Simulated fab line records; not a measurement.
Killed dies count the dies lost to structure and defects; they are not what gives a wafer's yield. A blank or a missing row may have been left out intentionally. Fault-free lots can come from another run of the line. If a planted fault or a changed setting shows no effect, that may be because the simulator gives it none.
2 desks looking at one fault :: flow n5Finfet :: only its own numbers are on each desk; what lay behind them is given at the end

== THE DEFECT DESK ==
Lot by lot, what the route's inspections counted, given as the mean of those sampled wafers with a number. Any lot whose mean is over 4 standard deviations away from the usual mean is out of limits and marked OUT; that distance is given in the brackets.
Columns: A = rawDefectCount at N5_BEOL_M15_INSPECT_55, usual 70
lot: L572
first seen here: day 12 20:47
A: 58

lot: L574
first seen here: day 12 22:38
A: 75

lot: L577
first seen here: day 13 11:13
A: 82

lot: L580
first seen here: day 14 09:20
A: 53

lot: L584
first seen here: day 15 03:28
A: 84

lot: L585
first seen here: day 15 18:46
A: 67

lot: L587
first seen here: day 16 06:53
A: 54

lot: L590
first seen here: day 16 14:14
A: 49

lot: L589
first seen here: day 16 21:46
A: 50

lot: L593
first seen here: day 17 22:10
A: 79

lot: L592
first seen here: day 18 23:30
A: 90
Result from this desk: across the 11 lots, nothing is out of limits.

== THE TOOL OWNER'S DESK: pvdSputter-02 ==
The tool's own readings at N5_BEOL_M15_SPUTTER_44 (material Ta, target thk 15 nm, time 24.19 s): means of the sampled wafers that have a number, for each lot that ran on this tool. Any lot whose mean is over 4 standard deviations away from the usual mean is out of limits and marked OUT; that distance is given in the brackets.
Columns: A = cathodeDcPowerW at N5_BEOL_M15_SPUTTER_44, usual 15000 W; B = susceptorTempC at N5_BEOL_M15_SPUTTER_44, usual 49.99 C; C = throttleValvePct at N5_BEOL_M15_SPUTTER_44, usual 30.3 %
lot: L574
first seen here: day 12 21:27
A: 14998
B: 50.08
C: 30.0

lot: L580
first seen here: day 14 08:10
A: 15001
B: 50.04
C: 30.0

lot: L584
first seen here: day 15 02:16
A: 14998
B: 49.89
C: 29.7

lot: L585
first seen here: day 15 17:33
A: 14999
B: 50.06
C: 29.7

lot: L587
first seen here: day 16 05:15
A: 15001
B: 49.94
C: 30.2

lot: L592
first seen here: day 18 22:08
A: 14999
B: 49.92
C: 29.7
Result from this desk: across the 6 lots, nothing is out of limits.

== PUT TOGETHER ==
The defect desk saw nothing out of limits.
The tool owner's desk saw nothing out of limits.

== WHAT WAS PUT IN BY THE SIMULATOR ==
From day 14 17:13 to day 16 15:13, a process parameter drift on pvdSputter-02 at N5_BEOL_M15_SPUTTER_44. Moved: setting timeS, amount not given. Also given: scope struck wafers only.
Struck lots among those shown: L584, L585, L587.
